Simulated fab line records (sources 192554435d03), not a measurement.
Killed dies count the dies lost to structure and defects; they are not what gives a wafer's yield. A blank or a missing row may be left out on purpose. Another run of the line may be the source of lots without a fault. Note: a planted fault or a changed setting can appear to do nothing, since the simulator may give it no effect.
fab line records :: flow n5_finfet
record
  lots=5
  wafers=15
  last_day=18
route steps=1938 shown MOL_CONTACT_COAG@584 BEOL_M4@1111 PASSIVATION@1936
lots untouched by any fault: they come from a run of this same line in which no faults occurred
start_h: the number of hours between the record's first day and the start of the first shown wafer of the lot :: wait_h: hours since the lot's step before :: " as in the row above :: L1.1+2: one row covering several wafers at once :: - no value present, or no start provided :: * or withheld: withheld :: < > ~ a bound
route shown NAME@n: a module of which the file shows steps, and the number in the route of the first :: usual: the fault-free wafers' mean and standard deviation :: same: alike in all rows :: chamber/n: place in a boat :: sites: per-site readings :: _std_site: the standard deviation of these :: _edge_site: mean of outer sites minus mean of inner sites :: radius_mm: for every site, how far away it sits from the centre of the wafer :: mask NAME#n: copy n :: behind: the most recent tool/chamber to have shaped the wafer :: hold: cause of the lot's hold/its duration in hours/its outcome :: device: transistor that didn't switch, given as n, p or np :: end of line: tests run on the same wafers once the route is complete :: a step without rows: its recipe alone :: killed: dies lost to structure and defects at the first sort, not the wafer's yield :: map: per-die view of a wafer (x killed, . not killed, _ where there is no die)
set.NAME: setting as actually run; set.NAME@STEP: the setting as run at that earlier step :: model.NAME: the simulator's own value behind a step, which no gauge read
certain route steps with their lots: each step a table, each wafer a row
services: the hour from which a tool's chamber was out of use, counted from the record's first day as start_h (under 0 if before that day), plus the number of hours and why
## steps
# step N5_MOL_CONTACT_COAG_ETCHBACK_135
# recipe
  chemistry=CHF3
  target=SiO2
  target_depth_a=250
  time_s=16.7
  ion_energy_ev=200
  pressure_mtorr=30
  source_w=610
  bias_w=170
  Ar_flow_sccm=200
  CHF3_flow_sccm=50
# step N5_MOL_CONTACT_COAG_STRIP_118
# recipe
  chemistry=CHF3
  resist=SiARC
  rf_frequency_hz=6e+07
# step N5_MOL_CONTACT_COAG_VIA_ETCH_46
# recipe
  chemistry=C4F6/O2
  target_depth_a=460
  overetch_a=92
  mask_material=SOC
  target=SiO2
  bias_w=455
  pressure_mtorr=10
  time_s=40
  source_w=325
  Ar_flow_sccm=300
  C4F6_flow_sccm=10
  O2_flow_sccm=10
  ion_energy_ev=575.3
  ends=end_point
# step N5_MOL_CONTACT_COAG_STRIP_96
# recipe
  chemistry=N2/H2
  power_w=500
  temp_c=40
  pressure_mtorr=50
  rf_frequency_hz=6e+07
  overash_fraction=0.3
  bias_power_w=28
  h2_frac=0.5
  n2_flow_sccm=300
  h2_flow_sccm=300
# step N5_MOL_CONTACT_COAG_ETCH_47
# recipe
  chemistry=CH3F/O2
  target=SiNx
  target_depth_a=270
  mask_material=SiO2
  stop_on=W
  over_etch_frac=0.2
  ion_energy_ev=120
  endpoint=OES-CN
  pressure_mtorr=30
  source_w=395
  bias_w=73
  Ar_flow_sccm=150
  CH3F_flow_sccm=30
  O2_flow_sccm=20
  ends=end_point
# step N5_MOL_CONTACT_COAG_STRIP_119
# recipe
  chemistry=N2/H2
  time_s=30
  power_w=1000
  temp_c=250
  pressure_mtorr=withheld
  n2_flow_sccm=1750
  h2_flow_sccm=3250
# step N5_MOL_CONTACT_COAG_PRECLEAN_144
# recipe
  chemistry=alkaline_clean
  temp_c=60
  time_s=60
  do_ppb=50
# step N5_MOL_CONTACT_COAG_SRD_145
# recipe
  dry=ipa_marangoni
  time_s=30
  temp_c=23
  rinse_liquid=diw
# step N5_MOL_CONTACT_COAG_COAT_62
# recipe
  resist=SOC
  temp_c=250
  time_s=60
  spin_rpm=1500
  resist_thk_nm=60
# step N5_MOL_CONTACT_COAG_COAT_63
# recipe
  resist=SiARC
  temp_c=220
  time_s=60
  spin_rpm=1500
  resist_thk_nm=10
# step N5_MOL_CONTACT_COAG_COAT_64
# recipe
  resist=underlayer
  temp_c=205
  time_s=60
  spin_rpm=1500
  resist_thk_nm=10
# step N5_MOL_CONTACT_COAG_COAT_34
# recipe
  resist=CAR-EUV
  spin_rpm=1500
  resist_thk_nm=40
# usual
  spin_speed_rpm=1500.1/1
lot.wafer: L183.1
tool: litho_track-04
chamber: 0
start_h: 136.51
wait_h: -
spin_speed_rpm: 1501.4
model.CAR-EUV_of_MOL_CONTACT_COAG_COAT_34.thk_nm: 39.8

lot.wafer: L183.4
tool: litho_track-04
chamber: 0
start_h: 136.51
wait_h: -
spin_speed_rpm: 1500.8
model.CAR-EUV_of_MOL_CONTACT_COAG_COAT_34.thk_nm: 39.8

lot.wafer: L183.5
tool: litho_track-04
chamber: 0
start_h: 136.51
wait_h: -
spin_speed_rpm: 1500.1
model.CAR-EUV_of_MOL_CONTACT_COAG_COAT_34.thk_nm: 39.8

lot.wafer: L197.1
tool: litho_track-04
chamber: 0
start_h: 214.05
wait_h: -
spin_speed_rpm: 1585.6
model.CAR-EUV_of_MOL_CONTACT_COAG_COAT_34.thk_nm: 38.8

lot.wafer: L197.3
tool: litho_track-04
chamber: 0
start_h: 214.05
wait_h: -
spin_speed_rpm: 1586.2
model.CAR-EUV_of_MOL_CONTACT_COAG_COAT_34.thk_nm: 38.8

lot.wafer: L197.6
tool: litho_track-04
chamber: 0
start_h: 214.05
wait_h: -
spin_speed_rpm: 1587.8
model.CAR-EUV_of_MOL_CONTACT_COAG_COAT_34.thk_nm: 38.8

lot.wafer: L198.1
tool: litho_track-03
chamber: 0
start_h: 222.30
wait_h: -
spin_speed_rpm: 1499.8
model.CAR-EUV_of_MOL_CONTACT_COAG_COAT_34.thk_nm: 40

lot.wafer: L198.2
tool: litho_track-03
chamber: 0
start_h: 222.30
wait_h: -
spin_speed_rpm: 1499.6
model.CAR-EUV_of_MOL_CONTACT_COAG_COAT_34.thk_nm: 40

lot.wafer: L198.6
tool: litho_track-03
chamber: 0
start_h: 222.30
wait_h: -
spin_speed_rpm: 1499.3
model.CAR-EUV_of_MOL_CONTACT_COAG_COAT_34.thk_nm: 40

lot.wafer: L199.1
tool: litho_track-04
chamber: 0
start_h: 226.04
wait_h: -
spin_speed_rpm: 1586.8
model.CAR-EUV_of_MOL_CONTACT_COAG_COAT_34.thk_nm: 38.8

lot.wafer: L199.4
tool: litho_track-04
chamber: 0
start_h: 226.04
wait_h: -
spin_speed_rpm: 1586.8
model.CAR-EUV_of_MOL_CONTACT_COAG_COAT_34.thk_nm: 39

lot.wafer: L199.6
tool: litho_track-04
chamber: 0
start_h: 226.04
wait_h: -
spin_speed_rpm: 1590.0
model.CAR-EUV_of_MOL_CONTACT_COAG_COAT_34.thk_nm: 39

lot.wafer: L200.1
tool: litho_track-04
chamber: 0
start_h: 232.75
wait_h: -
spin_speed_rpm: 1586.9
model.CAR-EUV_of_MOL_CONTACT_COAG_COAT_34.thk_nm: 38.8

lot.wafer: L200.3
tool: litho_track-04
chamber: 0
start_h: 232.75
wait_h: -
spin_speed_rpm: 1587.1
model.CAR-EUV_of_MOL_CONTACT_COAG_COAT_34.thk_nm: 38.6

lot.wafer: L200.5
tool: litho_track-04
chamber: 0
start_h: 232.75
wait_h: -
spin_speed_rpm: 1587.7
model.CAR-EUV_of_MOL_CONTACT_COAG_COAT_34.thk_nm: 38.8
# step N5_MOL_CONTACT_COAG_EBR_36
# recipe
  solvent=PGMEA
  ebr_width_mm=1.5
# step N5_MOL_CONTACT_COAG_SOFTBAKE_35
# recipe
  temp_c=110
  time_s=60
  resist=CAR-EUV
# step N5_MOL_CONTACT_COAG_EXPOSE_37
# recipe
  mask_id=VD
  na=0.33
  source_shape=annular
  sigma_inner=0.3
  sigma_outer=0.7
  polarization=unpolarized
  defocus_nm=0
  dose_mj=62
# step N5_MOL_CONTACT_COAG_PEB_38
# recipe
  peb_temp_c=100
  peb_time_s=60
  resist=CAR-EUV
# step N5_MOL_CONTACT_COAG_DEVELOP_39
# recipe
  develop_time_s=30
  developer=TMAH
  resist=CAR-EUV
  rinse_liquid=surfactant_rinse
  dry=air_spin
  dev_temp_c=23
# step N5_MOL_CONTACT_COAG_DESCUM_45
# recipe
  chemistry=O2
  time_s=7
  source_power_w=50
  bias_power_w=20
  pressure_mtorr=20
  rf_frequency_hz=2.712e+07
  temp_c=40
  resist=CAR-EUV
  o2_flow_sccm=225
# step N5_MOL_CONTACT_COAG_ETCH_65
# recipe
  chemistry=N2/H2
  target=underlayer
  target_depth_a=130
  mask_material=CAR-EUV
  time_s=10.4
  ion_energy_ev=200
  pressure_mtorr=30
  source_w=840
  bias_w=150
  n2_flow_sccm=200
  h2_flow_sccm=200
  ends=cleared
# step N5_MOL_CONTACT_COAG_ETCH_66
# recipe
  chemistry=CF4
  target=SiARC
  target_depth_a=130
  mask_material=CAR-EUV
  time_s=21.7
  ion_energy_ev=80
  pressure_mtorr=40
  source_w=545
  bias_w=36
  Ar_flow_sccm=100
  cf4_flow_sccm=100
  ends=cleared
# step N5_MOL_CONTACT_COAG_ALD_133
# recipe
  material=SiO2
  target_thk_a=50
  temp_c=100
  ald_precursor_family=BDEAS
  ald_co_reactant=O2-plasma
  pulse_time_s=1
  co_reactant_pulse_time_s=1
  purge_time_s=2
  co_reactant_purge_time_s=2
  ald_cycles=35
  pressure_torr=2
# step N5_MOL_CONTACT_COAG_ETCHBACK_134
# recipe
  chemistry=CHF3
  target=SiO2
  target_depth_a=100
  time_s=6.7
  ion_energy_ev=200
  pressure_mtorr=30
  source_w=610
  bias_w=170
  Ar_flow_sccm=200
  CHF3_flow_sccm=50
# usual
  bias_w=170.0/0.55
  drypump_motor_current_A=5.8/0.41
  oes_product_au=0.79/0.068
  rf_vpp_V=523/12
  showerhead_plenum_p_Torr=2.36/0.076
  throttle_valve_pct=18.73/0.14
lot.wafer: L183.1
tool: rie_diel-02
chamber: 3
start_h: 138.20
wait_h: 0.1
bias_w: 170.2
drypump_motor_current_A: 5.9
oes_product_au: 0.78
rf_hours_counter_h: 120
rf_vpp_V: 538
showerhead_plenum_p_Torr: 2.50
throttle_valve_pct: 18.47
model.CAR-EUV_of_MOL_CONTACT_COAG_COAT_34.thk_nm: 15.2

lot.wafer: L183.4
tool: rie_diel-02
chamber: 3
start_h: 138.20
wait_h: 0.1
bias_w: 170.1
drypump_motor_current_A: 5.9
oes_product_au: 0.77
rf_hours_counter_h: -
rf_vpp_V: 539
showerhead_plenum_p_Torr: 2.50
throttle_valve_pct: 18.45
model.CAR-EUV_of_MOL_CONTACT_COAG_COAT_34.thk_nm: 15

lot.wafer: L183.5
tool: rie_diel-02
chamber: 2
start_h: 138.20
wait_h: 0.1
bias_w: 169.9
drypump_motor_current_A: 5.7
oes_product_au: 0.90
rf_hours_counter_h: -
rf_vpp_V: 502
showerhead_plenum_p_Torr: 2.34
throttle_valve_pct: 18.86
model.CAR-EUV_of_MOL_CONTACT_COAG_COAT_34.thk_nm: 15.2

lot.wafer: L197.1
tool: rie_diel-01
chamber: 1
start_h: 214.94
wait_h: 0.1
bias_w: 170.6
drypump_motor_current_A: 5.0
oes_product_au: 0.91
rf_hours_counter_h: 11
rf_vpp_V: 527
showerhead_plenum_p_Torr: 2.53
throttle_valve_pct: 18.61
model.CAR-EUV_of_MOL_CONTACT_COAG_COAT_34.thk_nm: 14.4

lot.wafer: L197.3
tool: rie_diel-01
chamber: 0
start_h: 214.94
wait_h: 0.1
bias_w: 169.8
drypump_motor_current_A: 6.2
oes_product_au: 0.82
rf_hours_counter_h: 79
rf_vpp_V: 508
showerhead_plenum_p_Torr: 2.32
throttle_valve_pct: 18.75
model.CAR-EUV_of_MOL_CONTACT_COAG_COAT_34.thk_nm: 14.2

lot.wafer: L197.6
tool: rie_diel-01
chamber: 0
start_h: 214.94
wait_h: 0.1
bias_w: 170.0
drypump_motor_current_A: 6.2
oes_product_au: 0.81
rf_hours_counter_h: -
rf_vpp_V: 507
showerhead_plenum_p_Torr: 2.31
throttle_valve_pct: 18.74
model.CAR-EUV_of_MOL_CONTACT_COAG_COAT_34.thk_nm: 14.2

lot.wafer: L198.1
tool: rie_diel-02
chamber: 1
start_h: 223.36
wait_h: 0.1
bias_w: 169.6
drypump_motor_current_A: 6.2
oes_product_au: 0.75
rf_hours_counter_h: 159
rf_vpp_V: 516
showerhead_plenum_p_Torr: 2.28
throttle_valve_pct: 18.82
model.CAR-EUV_of_MOL_CONTACT_COAG_COAT_34.thk_nm: 15.4

lot.wafer: L198.2
tool: rie_diel-02
chamber: 3
start_h: 223.36
wait_h: 0.1
bias_w: 170.1
drypump_motor_current_A: 5.9
oes_product_au: 0.74
rf_hours_counter_h: 152
rf_vpp_V: 537
showerhead_plenum_p_Torr: 2.49
throttle_valve_pct: 18.50
model.CAR-EUV_of_MOL_CONTACT_COAG_COAT_34.thk_nm: 15.6

lot.wafer: L198.6
tool: rie_diel-02
chamber: 0
start_h: 223.36
wait_h: 0.1
bias_w: 169.8
drypump_motor_current_A: 5.2
oes_product_au: 0.69
rf_hours_counter_h: -
rf_vpp_V: 524
showerhead_plenum_p_Torr: 2.37
throttle_valve_pct: 18.91
model.CAR-EUV_of_MOL_CONTACT_COAG_COAT_34.thk_nm: 15.6

lot.wafer: L199.1
tool: rie_diel-02
chamber: 0
start_h: 227.01
wait_h: 0.1
bias_w: 169.6
drypump_motor_current_A: 5.2
oes_product_au: 0.69
rf_hours_counter_h: 213
rf_vpp_V: 525
showerhead_plenum_p_Torr: 2.37
throttle_valve_pct: 18.91
model.CAR-EUV_of_MOL_CONTACT_COAG_COAT_34.thk_nm: 14.4

lot.wafer: L199.4
tool: rie_diel-02
chamber: 1
start_h: 227.01
wait_h: 0.1
bias_w: 170.6
drypump_motor_current_A: 6.2
oes_product_au: 0.75
rf_hours_counter_h: 161
rf_vpp_V: 518
showerhead_plenum_p_Torr: 2.28
throttle_valve_pct: 18.82
model.CAR-EUV_of_MOL_CONTACT_COAG_COAT_34.thk_nm: 14.4

lot.wafer: L199.6
tool: rie_diel-02
chamber: 0
start_h: 227.01
wait_h: 0.1
bias_w: 170.6
drypump_motor_current_A: 5.2
oes_product_au: 0.69
rf_hours_counter_h: -
rf_vpp_V: 527
showerhead_plenum_p_Torr: 2.37
throttle_valve_pct: 18.92
model.CAR-EUV_of_MOL_CONTACT_COAG_COAT_34.thk_nm: 14.4

lot.wafer: L200.1
tool: rie_diel-02
chamber: 2
start_h: 233.72
wait_h: 0.3
bias_w: 171.8
drypump_motor_current_A: 5.7
oes_product_au: 0.85
rf_hours_counter_h: 65
rf_vpp_V: 502
showerhead_plenum_p_Torr: 2.33
throttle_valve_pct: 18.93
model.CAR-EUV_of_MOL_CONTACT_COAG_COAT_34.thk_nm: 14.2

lot.wafer: L200.3
tool: rie_diel-02
chamber: 0
start_h: 233.72
wait_h: 0.3
bias_w: 169.8
drypump_motor_current_A: 5.2
oes_product_au: 0.70
rf_hours_counter_h: 216
rf_vpp_V: 525
showerhead_plenum_p_Torr: 2.37
throttle_valve_pct: 18.91
model.CAR-EUV_of_MOL_CONTACT_COAG_COAT_34.thk_nm: 14.4

lot.wafer: L200.5
tool: rie_diel-02
chamber: 2
start_h: 233.72
wait_h: 0.3
bias_w: 171.5
drypump_motor_current_A: 5.7
oes_product_au: 0.85
rf_hours_counter_h: -
rf_vpp_V: 504
showerhead_plenum_p_Torr: 2.33
throttle_valve_pct: 18.91
model.CAR-EUV_of_MOL_CONTACT_COAG_COAT_34.thk_nm: 14.4
# step N5_MOL_CONTACT_COAG_ETCH_67
# recipe
  chemistry=N2/H2
  target=SOC
  target_depth_a=600
  overetch_a=210
  mask_material=SiARC
  temp_c=40
  time_s=101.2
  ion_energy_ev=200
  pressure_mtorr=30
  source_w=840
  bias_w=150
  n2_flow_sccm=200
  h2_flow_sccm=200
# step N5_BEOL_M4_RC_MEAS_101
# usual
  DIBL_N=36.0/2
  DIBL_P=36.2/2.2
  IOFF_N=0.16/0.034
  IOFF_P=0.21/0.04
  ION_N=675/12
  ION_P=463/7.2
  SS_N=71.6/0.6
  SS_P=73.3/0.67
  VT_N=250/3
  VT_P=-251/3.4
lot.wafer: L183.1
tool: prober-02
chamber: 0
start_h: 215.20
wait_h: 0.0
DIBL_N[mV/V]: 37.3
DIBL_P[mV/V]: 37.3
IOFF_N[nA/um]: 0.19
IOFF_P[nA/um]: 0.21
ION_N[uA/um]: 681
ION_P[uA/um]: 461
SS_N[mV/dec]: 72.3
SS_P[mV/dec]: 73.5
VT_N[mV]: 247
VT_P[mV]: -252

lot.wafer: L183.4
tool: prober-02
chamber: 0
start_h: 215.20
wait_h: 0.0
DIBL_N[mV/V]: 33.7
DIBL_P[mV/V]: 32.7
IOFF_N[nA/um]: 0.13
IOFF_P[nA/um]: 0.15
ION_N[uA/um]: 669
ION_P[uA/um]: 454
SS_N[mV/dec]: 70.9
SS_P[mV/dec]: 73.0
VT_N[mV]: 251
VT_P[mV]: -257

lot.wafer: L183.5
tool: prober-02
chamber: 0
start_h: 215.20
wait_h: 0.0
DIBL_N[mV/V]: 34.7
DIBL_P[mV/V]: 33.7
IOFF_N[nA/um]: 0.14
IOFF_P[nA/um]: 0.16
ION_N[uA/um]: 668
ION_P[uA/um]: 449
SS_N[mV/dec]: 71.6
SS_P[mV/dec]: 72.6
VT_N[mV]: 249
VT_P[mV]: -256

lot.wafer: L197.1
tool: prober-02
chamber: 0
start_h: 275.12
wait_h: 0.0
DIBL_N[mV/V]: 36.4
DIBL_P[mV/V]: 37.5
IOFF_N[nA/um]: 0.16
IOFF_P[nA/um]: 0.25
ION_N[uA/um]: 663
ION_P[uA/um]: 456
SS_N[mV/dec]: 72.0
SS_P[mV/dec]: 73.2
VT_N[mV]: 252
VT_P[mV]: -248

lot.wafer: L197.3
tool: prober-02
chamber: 0
start_h: 275.12
wait_h: 0.0
DIBL_N[mV/V]: 34.7
DIBL_P[mV/V]: 35.6
IOFF_N[nA/um]: 0.16
IOFF_P[nA/um]: 0.24
ION_N[uA/um]: 686
ION_P[uA/um]: 474
SS_N[mV/dec]: 70.8
SS_P[mV/dec]: 73.3
VT_N[mV]: 248
VT_P[mV]: -246

lot.wafer: L197.6
tool: prober-02
chamber: 0
start_h: 275.12
wait_h: 0.0
DIBL_N[mV/V]: 34.4
DIBL_P[mV/V]: 34.8
IOFF_N[nA/um]: 0.14
IOFF_P[nA/um]: 0.22
ION_N[uA/um]: 673
ION_P[uA/um]: 468
SS_N[mV/dec]: 71.6
SS_P[mV/dec]: 73.2
VT_N[mV]: 252
VT_P[mV]: -248

lot.wafer: L198.1
tool: prober-02
chamber: 0
start_h: 308.93
wait_h: 0.0
DIBL_N[mV/V]: 38.3
DIBL_P[mV/V]: 37.7
IOFF_N[nA/um]: 0.18
IOFF_P[nA/um]: 0.22
ION_N[uA/um]: 672
ION_P[uA/um]: 460
SS_N[mV/dec]: 71.9
SS_P[mV/dec]: 73.9
VT_N[mV]: 252
VT_P[mV]: -249

lot.wafer: L198.2
tool: prober-02
chamber: 0
start_h: 308.93
wait_h: 0.0
DIBL_N[mV/V]: 36.7
DIBL_P[mV/V]: 36.8
IOFF_N[nA/um]: 0.16
IOFF_P[nA/um]: 0.21
ION_N[uA/um]: 687
ION_P[uA/um]: 472
SS_N[mV/dec]: 72.0
SS_P[mV/dec]: 73.7
VT_N[mV]: 250
VT_P[mV]: -248

lot.wafer: L198.6
tool: prober-02
chamber: 0
start_h: 308.93
wait_h: 0.0
DIBL_N[mV/V]: 37.5
DIBL_P[mV/V]: 37.7
IOFF_N[nA/um]: 0.17
IOFF_P[nA/um]: 0.23
ION_N[uA/um]: 670
ION_P[uA/um]: 466
SS_N[mV/dec]: 72.0
SS_P[mV/dec]: 74.0
VT_N[mV]: 253
VT_P[mV]: -251

lot.wafer: L200.1
tool: prober-01
chamber: 0
start_h: 311.62
wait_h: 0.0
DIBL_N[mV/V]: 36.0
DIBL_P[mV/V]: 35.9
IOFF_N[nA/um]: 0.15
IOFF_P[nA/um]: 0.21
ION_N[uA/um]: 665
ION_P[uA/um]: 455
SS_N[mV/dec]: 71.9
SS_P[mV/dec]: 72.3
VT_N[mV]: 250
VT_P[mV]: -250

lot.wafer: L200.3
tool: prober-01
chamber: 0
start_h: 311.62
wait_h: 0.0
DIBL_N[mV/V]: 34.3
DIBL_P[mV/V]: 33.7
IOFF_N[nA/um]: 0.14
IOFF_P[nA/um]: 0.19
ION_N[uA/um]: 681
ION_P[uA/um]: 460
SS_N[mV/dec]: 71.3
SS_P[mV/dec]: 72.5
VT_N[mV]: 248
VT_P[mV]: -248

lot.wafer: L200.5
tool: prober-01
chamber: 0
start_h: 311.62
wait_h: 0.0
DIBL_N[mV/V]: 36.6
DIBL_P[mV/V]: 36.7
IOFF_N[nA/um]: 0.18
IOFF_P[nA/um]: 0.23
ION_N[uA/um]: 686
ION_P[uA/um]: 469
SS_N[mV/dec]: 71.4
SS_P[mV/dec]: 73.7
VT_N[mV]: 249
VT_P[mV]: -247

lot.wafer: L199.1
tool: prober-02
chamber: 0
start_h: 314.66
wait_h: 0.0
DIBL_N[mV/V]: 34.8
DIBL_P[mV/V]: 34.0
IOFF_N[nA/um]: 0.14
IOFF_P[nA/um]: 0.17
ION_N[uA/um]: 673
ION_P[uA/um]: 464
SS_N[mV/dec]: 70.5
SS_P[mV/dec]: 73.1
VT_N[mV]: 252
VT_P[mV]: -253

lot.wafer: L199.4
tool: prober-02
chamber: 0
start_h: 314.66
wait_h: 0.0
DIBL_N[mV/V]: 35.9
DIBL_P[mV/V]: 34.4
IOFF_N[nA/um]: 0.14
IOFF_P[nA/um]: 0.17
ION_N[uA/um]: 661
ION_P[uA/um]: 451
SS_N[mV/dec]: 70.8
SS_P[mV/dec]: 73.0
VT_N[mV]: 249
VT_P[mV]: -255

lot.wafer: L199.6
tool: prober-02
chamber: 0
start_h: 314.66
wait_h: 0.0
DIBL_N[mV/V]: 32.5
DIBL_P[mV/V]: 31.0
IOFF_N[nA/um]: 0.10
IOFF_P[nA/um]: 0.14
ION_N[uA/um]: 659
ION_P[uA/um]: 456
SS_N[mV/dec]: 70.5
SS_P[mV/dec]: 72.0
VT_N[mV]: 253
VT_P[mV]: -256
# step N5_PASSIVATION_PROBE_49
# usual
  defect_limited_yield=91.5/1.5
  killed_at_M0_to_M3=33/10
  killed_at_M4_up=15/6.4
  killed_at_contacts=12/5.4
  killed_at_front_end=38/9.8
  killed_at_other=4/3.1
  killed_dies=101/18
  killed_on_rim=13/3.9
  killed_open=67/14
  killed_short=33/7.9
  sort_bin_5_function=5.0/1
  sort_bin_6_memory=3.2/0.67
  sort_n_pass=1079/18
  sort_yield_pct=91.5/1.5
# same
  gross_dies=1180
  killed_at_back_side=0
  sort_bin_4_leakage[%]=0
  sort_bin_8_speed[%]=0
lot.wafer: L183.1
tool: prober-02
chamber: -
start_h: 361.60
wait_h: 0.0
defect_limited_yield[%]: 89.4
killed_at_M0_to_M3: 59
killed_at_M4_up: 12
killed_at_contacts: 9
killed_at_front_end: 45
killed_at_other: 0
killed_dies: 125
killed_on_rim: 14
killed_open: 92
killed_short: 32
sort_bin_5_function[%]: 6.6
sort_bin_6_memory[%]: 3.6
sort_n_pass: 1055
sort_yield_pct[%]: 89.4

lot.wafer: L183.4
tool: prober-02
chamber: -
start_h: 361.75
wait_h: 0.2
defect_limited_yield[%]: 90.4
killed_at_M0_to_M3: 54
killed_at_M4_up: 9
killed_at_contacts: 16
killed_at_front_end: 32
killed_at_other: 2
killed_dies: 113
killed_on_rim: 11
killed_open: 81
killed_short: 31
sort_bin_5_function[%]: 5.8
sort_bin_6_memory[%]: 3.6
sort_n_pass: 1067
sort_yield_pct[%]: 90.4

lot.wafer: L183.5
tool: prober-02
chamber: -
start_h: 361.80
wait_h: 0.2
defect_limited_yield[%]: 90.4
killed_at_M0_to_M3: 33
killed_at_M4_up: 12
killed_at_contacts: 26
killed_at_front_end: 39
killed_at_other: 3
killed_dies: 113
killed_on_rim: 16
killed_open: 78
killed_short: 34
sort_bin_5_function[%]: 5.4
sort_bin_6_memory[%]: 3.8
sort_n_pass: 1067
sort_yield_pct[%]: 90.4
# killed by level:class
L183.1 BEOL_M1:geometric_particle:open=20 STI_FIN_REVEAL:geometric_particle:open=17 BEOL_M3:geometric_particle:open=16 BEOL_M2:geometric_particle:open=6 MOL_CONTACT_COAG:geometric_particle:open=5 GATE_CUT:geometric_particle:short=4 GATE_CUT:geometric_particle:open=4 MOL_CONTACT_COAG:geometric_particle:short=4
L183.4 BEOL_M2:geometric_particle:open=13 MOL_CONTACT_COAG:geometric_particle:open=13 BEOL_M3:geometric_particle:open=10 BEOL_M1:geometric_particle:open=10 BEOL_M0_SAQP:geometric_particle:open=6 STI_FIN_REVEAL:geometric_particle:open=5 DUMMY_GATE:geometric_particle:open=5 BEOL_M0_SAQP:geometric_particle:short=5
L183.5 MOL_CONTACT_COAG:geometric_particle:open=22 BEOL_M2:geometric_particle:open=9 BEOL_M0_SAQP:geometric_particle:open=7 BEOL_M1:geometric_particle:open=7 FIN_SAQP:geometric_particle:open=5 STI_FIN_REVEAL:geometric_particle:open=5 STARTING-WAFER:geometric_particle:open=5 FIN_SAQP:geometric_particle:short=4
## services
tool: rie_diel-01
chamber: 3
start_h: 123.27
hours: 6.5
kind: repair

tool: rie_diel-02
chamber: 0
start_h: 128.23
hours: 12.0
kind: repair

tool: litho_track-03
chamber: -
start_h: 132.74
hours: -
kind: consumable_replace:filter

tool: rie_diel-01
chamber: 1
start_h: 162.05
hours: -
kind: clean

tool: rie_diel-01
chamber: 1
start_h: 162.05
hours: -
kind: consumable_replace:focus_ring

tool: rie_diel-01
chamber: 1
start_h: 162.05
hours: -
kind: consumable_replace:showerhead

tool: rie_diel-01
chamber: 1
start_h: 162.05
hours: 22.6
kind: scheduled_down

tool: rie_diel-01
chamber: 1
start_h: 162.05
hours: 22.6
kind: vent_cycle

tool: litho_track-03
chamber: -
start_h: 182.73
hours: -
kind: consumable_replace:filter

tool: rie_diel-01
chamber: -
start_h: 196.61
hours: 0.9
kind: repair

tool: rie_diel-02
chamber: 2
start_h: 220.41
hours: 6.5
kind: repair

tool: rie_diel-01
chamber: 2
start_h: 231.74
hours: 9.0
kind: repair
## key
first_sign
  step=N5_MOL_CONTACT_COAG_COAT_34
  reading=spin_speed_rpm
  direction=up
  sigmas=87
  usual=*
  struck=*
effect none on later readings
model_effect
  step=N5_MOL_CONTACT_COAG_COAT_34
  value=CAR-EUV_of_MOL_CONTACT_COAG_COAT_34.thk_nm
  without=39.98
  struck=38.82
model_effect
  step=N5_MOL_CONTACT_COAG_ETCHBACK_134
  value=CAR-EUV_of_MOL_CONTACT_COAG_COAT_34.thk_nm
  without=15.47
  struck=14.33
met_at N5_MOL_CONTACT_COAG_COAT_34
struck_wafers L197.1,L197.3,L197.6,L199.1,L199.4,L199.6,L200.1,L200.3,L200.5
onset_between 136.51 214.05
fault
  kind=process_parameter_drift
  tool=litho_track-04
  chamber=-
  onset_h=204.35
  steps=N5_MOL_CONTACT_COAG_COAT_34
  channel=spin_rpm
  offset=*
  shape=step
  end_h=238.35
  acts_in=*
  stated=*
